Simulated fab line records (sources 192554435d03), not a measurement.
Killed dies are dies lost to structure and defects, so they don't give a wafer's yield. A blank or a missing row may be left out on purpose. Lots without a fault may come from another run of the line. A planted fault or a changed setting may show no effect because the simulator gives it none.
Matching of chambers ; flow n5-finfet ; N5_PASSIVATION_DESCUM_46 on rie-diel-04 has 4 sister chambers
The step chemistry O2, time 7.9 s. 4 wafers are shown with their chamber, then 7 later ones without.

## EACH WAFER AND ITS CHAMBER
wafer;chamber;showerhead-plenum-p-Torr (Torr)
L745.4;1;2.04
L757.2;2;2.01
L760.2;3;2.04
L760.3;0;2.18

## WAFERS WITHOUT THEIR CHAMBER
wafer;showerhead-plenum-p-Torr (Torr)
L760.4;2.03
L759.2;2.04
L759.3;2.03
L759.4;2.00
L761.1;2.17
L761.4;2.04
L761.5;2.00

## WHICH CHAMBER EACH ONE RAN IN
wafer;from the rows above;in truth
L760.4;can't be placed: 1 or 3 or 2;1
L759.2;can't be placed: 1 or 3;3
L759.3;can't be placed: 1 or 3 or 2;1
L759.4;2;2
L761.1;0;0
L761.4;can't be placed: 1 or 3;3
L761.5;2;2
Correct placement for 3 of the 7. From these rows, 4 cannot be placed; in 4 the true chamber is one of the candidates. 0 placed wrongly.
How it was worked out, from the rows above alone: a wafer's distance from a chamber is the root of the sum, over the readings, of the square of ((its reading less the chamber's mean) divided by the reading's scatter). The wafer belongs to the nearest chamber; if the next one is less than 2 further off, it can't be placed. The mean given for a chamber averages the wafers shown for that chamber. The scatter: root of mean squared gap, hidden wafer to nearest shown wafer, with one shown wafer a chamber.
